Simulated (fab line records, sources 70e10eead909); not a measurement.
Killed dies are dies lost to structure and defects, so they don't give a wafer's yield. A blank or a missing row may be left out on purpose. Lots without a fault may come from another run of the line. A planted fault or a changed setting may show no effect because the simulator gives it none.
A struck lot beside a sound one | flow nand_harc | 15 steps out of a route of 1159
Sound: wafers L647.3, L647.4, L647.5. Struck: wafer L654.6. (L654.5 of the same lot was not struck and is left out.) The cause comes at the end.
At each step with rows: each side's tool, then ch and its chambers, then its first start. Under that, the readings that differ: sound wafers | struck wafers | difference of the means | sigmas: that difference in standard deviations of wafers without a fault.
alike: readings whose means differ by less than 2 such deviations, and words and numbers that are the same on both sides. not compared: withheld readings, readings that some wafer has no value for, bounds like >300 that may hide the same value, and numbers for which the record gives no deviation and whose values overlap.
The two part at a step that has a row with sigmas, a row that says differs or no value, or rows on one side only. Numbers that don't overlap but have no deviation are shown without sigmas and don't part them. A reading that every wafer of one side lacks parts them only if that side has two wafers or more.

first, 3 steps without rows for these wafers: NHARC_A_CHANNEL_HOLE_D1_STRIP_41 (strips in N2/H2); NHARC_A_CHANNEL_HOLE_D1_STRIP_42 (strips in CF4/CHF3); NHARC_A_CHANNEL_HOLE_D1_STRIP_43 (strips in O2/COS).
NHARC_A_CHANNEL_HOLE_D1_ETCH_44: etches the open film in CF4/O2, target depth 140 nm, overetch 14 nm, time 77 s.
  sound on rie_diel-09 ch 1,2,3, day 8 23:33; struck on rie_diel-10 ch 1, day 10 19:23
  alike: bias_w, drypump_motor_current_A, oes_product_au, rf_vpp_V, showerhead_plenum_p_Torr, throttle_valve_pct
  not compared: rf_hours_counter_h
NHARC_A_CHANNEL_HOLE_D1_STRIP_27: strips in O2.
  sound on rie_diel-09 ch 0,3; struck on rie_diel-10 ch 0
  alike: drypump_motor_current_A, oes_product_au, rf_vpp_V, showerhead_plenum_p_Torr, throttle_valve_pct
  not compared: rf_hours_counter_h
then, 2 steps without rows for these wafers: NHARC_A_CHANNEL_HOLE_D1_PRECLEAN_28 (cleans in SC1); NHARC_A_CHANNEL_HOLE_D1_SRD_29.
NHARC_A_CHANNEL_HOLE_D1_CD_MEAS_30:
  sound on cd_sem-02, day 9 00:20; struck on cd_sem-02, day 10 20:18
  alike: cd_nm
NHARC_A_CHANNEL_HOLE_D1_XSEM_31:
  sound on xsem-02 ch 0, day 9 00:26; struck on xsem-02 ch 0, day 10 20:23
  reading     | sound       | struck | difference | sigmas
  bow_nm (nm) | 8.1 7.9 7.9 | 8.8    | +0.8       | +3
  alike: bot_cd_nm, tilt_deg
NHARC_A_CHANNEL_HOLE_D1_INSPECT_40:
  sound on defect_inspect-02, day 9 00:32; struck on defect_inspect-02, day 10 20:29
  alike: raw_defect_count
then, 2 steps without rows for these wafers: NHARC_A_CHANNEL_FILL_D1_PRECLEAN_00 (cleans in SC1); NHARC_A_CHANNEL_FILL_D1_SRD_01.
NHARC_A_CHANNEL_FILL_D1_ALD_02: deposits SiO2, target thk 6 nm, pulse time 10 s, ald cycles 60.
  sound on ald_hk-03 ch 0,1,2, day 9 04:34; struck on ald_hk-04 ch 1, day 10 21:04
  reading                    | sound             | struck | difference | sigmas
  ald_cycles                 | 60 60 60          | 65     | +5         |
  precursor_pulse_height_rel | 1.028 1.011 1.001 | 0.962  | -0.051     | -3
  alike: heater_power_w
NHARC_A_CHANNEL_FILL_D1_ALD_03: deposits SiNx, target thk 6 nm, pulse time 60 s, ald cycles 58.
  sound on ald_sin_batch-02 ch 0; struck on ald_sin_batch-02 ch 0
  alike: chamber_pressure_Torr, precursor_pulse_height_rel
  not compared: ald_cycles
-- the record jumps here: 11 days lie between the struck wafers' starts before and after (it left off in module A_CHANNEL_FILL_D1 and takes up again in module END, whose first step shown is number 1159 of the route) --
NHARC_END_SORT_01:
  sound on prober-02 ch 0, day 19 15:43; struck on prober-02 ch 0, day 21 23:37
  alike: killed_at_array, killed_at_other, killed_at_periphery, killed_dies, killed_open, killed_short

WHERE THEY PART
First at NHARC_A_CHANNEL_HOLE_D1_XSEM_31; last, within this record, at NHARC_A_CHANNEL_FILL_D1_ALD_02. Later steps at which nothing parts them and some readings are alike: NHARC_A_CHANNEL_FILL_D1_ALD_03, NHARC_END_SORT_01.

WHY: what the simulator had put in
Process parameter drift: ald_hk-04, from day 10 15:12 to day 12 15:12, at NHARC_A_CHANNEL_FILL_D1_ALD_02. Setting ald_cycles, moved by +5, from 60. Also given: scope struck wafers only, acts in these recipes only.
